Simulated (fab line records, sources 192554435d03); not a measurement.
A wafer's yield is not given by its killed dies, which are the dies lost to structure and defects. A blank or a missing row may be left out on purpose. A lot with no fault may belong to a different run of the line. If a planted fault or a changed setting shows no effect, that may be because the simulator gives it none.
Problem report in the 8D (eight disciplines) form, filled by code || flow n5_finfet || the parts of the form that need people (team, actions taken, sign-off) are left out

## 1. THE PROBLEM
Wafers free of any fault read 660 nm (standard deviation 7.3) for M12_ILD_THK at N5_BEOL_M12_THK_MEAS_01, against a mean of 504 nm on 2 wafers of 2 lots. Measured from the usual mean, that is -21 standard deviations.
First observed at day 13 11:37: wafer L450.5, on film_metro-01. Wafers with a number at this step in the record: 27, from 9 lots. Rule for "out" (also "out of limits"): further than 4 standard deviations from the usual mean. The other wafers with a number count as sound.

## 2. WHAT IT IS, WHAT IT ISN'T
{"question": "which readings at this step", "is": "M12_ILD_THK", "is not": "-"}
{"question": "which lots", "is": "L450, L453", "is not": "L444, L456, L460, L462, L463, L464, L466"}
{"question": "which wafers of those lots", "is": "L450.5, L453.4", "is not": "L450.2, L450.6, L453.1, L453.3"}
{"question": "read on which gauges", "is": "film_metro-01", "is not": "film_metro-02"}
{"question": "when", "is": "from day 13 11:37", "is not": "up to then (5 sound wafers); but 20 sound wafers of L453, L456, L460, L462, L463, L464, L466 came after"}

## 3. WHAT RULES OUT EACH SUSPECT
Counting: a tool at a process step up to the reading stays a suspect if it ran every lot that is out. Sound lots after the first of them don't rule it out here, since some wafers of a struck lot are sound.
- the gauge at N5_BEOL_M12_THK_MEAS_01 is ruled out. All the wafers that are out were read on film_metro-01, but those of them that N5_BEOL_M12_ILD_DEP_00 has rows for are out there too, on other tools.
- pecvd-02 at N5_BEOL_M12_ILD_DEP_00 (deposits SiOC from DEMS/O2, target thk 658.92 nm, time 130.7 s): kept. Ran every lot that is out, first one L450 (day 13 11:29); last sound lot up to then L444 (day 12 03:29). Its own readings are out on those wafers: run_length_s.
The count leaves pecvd-02 at N5_BEOL_M12_ILD_DEP_00.

## 4. THE CAUSE (what the simulator had put in)
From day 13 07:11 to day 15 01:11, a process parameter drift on pecvd-02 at N5_BEOL_M12_ILD_DEP_00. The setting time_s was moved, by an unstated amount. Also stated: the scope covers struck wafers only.
After counting, this tool was the only one left.

## 5. SEQUENCE OF EFFECTS, ordered by route
Rows list readings where the struck wafers' mean (over those with a number) sits beyond 3 standard deviations from the usual. Only readings whose record carries a usual standard deviation are examined. hours: median over the lots of the time between each lot's start at the first step of this table that gives one and its start at this step. sigmas: the change, counted in usual standard deviations.
{"hours": 0, "step": "N5_BEOL_M12_ILD_DEP_00", "reading": "run_length_s", "usual": "175.7 s", "on struck wafers": 143.7, "change": -32.0, "sigmas": -64}
{"hours": 0, "step": "N5_BEOL_M12_THK_MEAS_01", "reading": "M12_ILD_THK", "usual": "660 nm", "on struck wafers": 504, "change": -156, "sigmas": -21}
{"hours": 1, "step": "N5_BEOL_M12_STRIP_63", "reading": "strip_time_to_endpoint_s", "usual": "42.5 s", "on struck wafers": 54.3, "change": "+11.8", "sigmas": "+17"}
The process steps in it:
- N5_BEOL_M12_ILD_DEP_00: deposits SiOC from DEMS/O2, target thk 658.92 nm, time 130.7 s.
- N5_BEOL_M12_STRIP_63: strips in N2/H2.

## 6. WHAT WOULD HAVE CAUGHT IT SOONER
4 hours passed between the start of the fault at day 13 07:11 and the first reading out of limits at a measuring or inspecting step in this record, taken at day 13 11:37.
At N5_BEOL_M12_ILD_DEP_00, the tool's own readings (run_length_s) were out on each struck wafer the step has a row for, so an alarm limit on them would have fired on the first such wafer.
Lots out: 2; of these, L453 started N5_BEOL_M12_ILD_DEP_00 on pecvd-02 after day 13 11:37. A hold on the tool at that time would have spared it.
